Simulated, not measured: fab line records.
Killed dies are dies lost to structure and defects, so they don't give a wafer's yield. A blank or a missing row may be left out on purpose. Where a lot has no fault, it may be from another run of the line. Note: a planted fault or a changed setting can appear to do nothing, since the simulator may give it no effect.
Chamber matching	flow n5 finfet	rie diel-03 running N5_BEOL_M14_TRENCH_ETCH_34: 4 sister chambers
The step etches SiO2 in C4F8/O2/Ar, target depth 556.65 nm, time 126.9 s. 8 wafers are shown with their chamber, then 10 later ones without.

## WAFERS, EACH WITH ITS CHAMBER
wafer	chamber	rf vpp V (V)	throttle valve pct (%)
L084.3	3	2145	30.63
L084.5	1	2227	31.08
L084.6	0	2176	31.03
L090.1	3	2145	30.63
L090.3	2	2311	30.70
L090.4	0	2175	31.06
L089.2	1	2227	31.10
L089.3	2	2310	30.69

## WAFERS WITHOUT THEIR CHAMBER
wafer	rf vpp V (V)	throttle valve pct (%)
L089.4	2309	30.69
L088.2	2174	31.05
L088.3	2309	30.68
L088.6	2175	31.06
L094.2	2175	31.08
L094.4	2225	31.10
L094.6	2174	31.04
L093.1	2173	31.07
L093.2	2145	30.66
L093.3	2225	31.11

## WHICH CHAMBER EACH WENT THROUGH
wafer	from the rows above	in truth
L089.4	2	2
L088.2	0	0
L088.3	2	2
L088.6	0	0
L094.2	0	0
L094.4	1	1
L094.6	0	0
L093.1	0	0
L093.2	3	3
L093.3	1	1
Correctly placed: 10 of 10. Left unplaced by these rows: 0. 0 placed wrongly.
How it was worked out, from the rows above alone: a wafer's distance from a chamber is the root of the sum, over the readings, of the square of ((its reading less the chamber's mean) divided by the reading's scatter). If the next closest chamber is less than 2 further off than the closest, the wafer can't be placed; otherwise it belongs to the closest. For every chamber, the mean is computed from those of its wafers that are shown. How the scatter is found: for the shown wafers, subtract from each reading the mean of its chamber, square and add these, divide the total by (wafers less chambers), then take the root.
